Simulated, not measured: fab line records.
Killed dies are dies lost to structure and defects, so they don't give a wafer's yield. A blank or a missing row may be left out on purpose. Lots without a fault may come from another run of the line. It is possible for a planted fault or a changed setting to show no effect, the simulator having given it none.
Matching of chambers -- flow n5 finfet -- N5_BEOL_M5_CO_CAP_78 on cvd co-02: 3 sister chambers
The step material Co, precursor CCTBA/H2, target thk 2 nm, time 102.1 s. 6 wafers are shown with their chamber, then 6 later ones without.

## EACH WAFER AND ITS CHAMBER
wafer,chamber,heater power outer w (W),heater power w (W)
L882.1,1,116,257
L882.2,2,103,216
L882.3,0,150,273
L883.1,1,118,256
L883.2,0,153,272
L883.3,2,105,218

## WAFERS WHOSE CHAMBER IS MISSING
wafer,heater power outer w (W),heater power w (W)
L888.2,101,214
L888.4,152,271
L888.5,116,255
L886.2,119,254
L886.3,118,261
L886.4,103,211

## CHAMBER TAKEN BY EACH
wafer,from the rows above,in truth
L888.2,2,2
L888.4,0,0
L888.5,1,1
L886.2,1,1
L886.3,1,1
L886.4,2,2
Placed correctly: 6 of 6. From these rows, 0 cannot be placed. Wrongly placed: 0.
How it was worked out, from the rows above alone: a wafer's distance from a chamber is the root of the sum, over the readings, of the square of ((its reading less the chamber's mean) divided by the reading's scatter). The wafer belongs to the nearest chamber; if the next one is less than 2 further off, it can't be placed. The mean given for a chamber averages the wafers shown for that chamber. The scatter: the root of (the sum of the squares of (reading less its chamber's mean) over the shown wafers, divided by (wafers less chambers)).
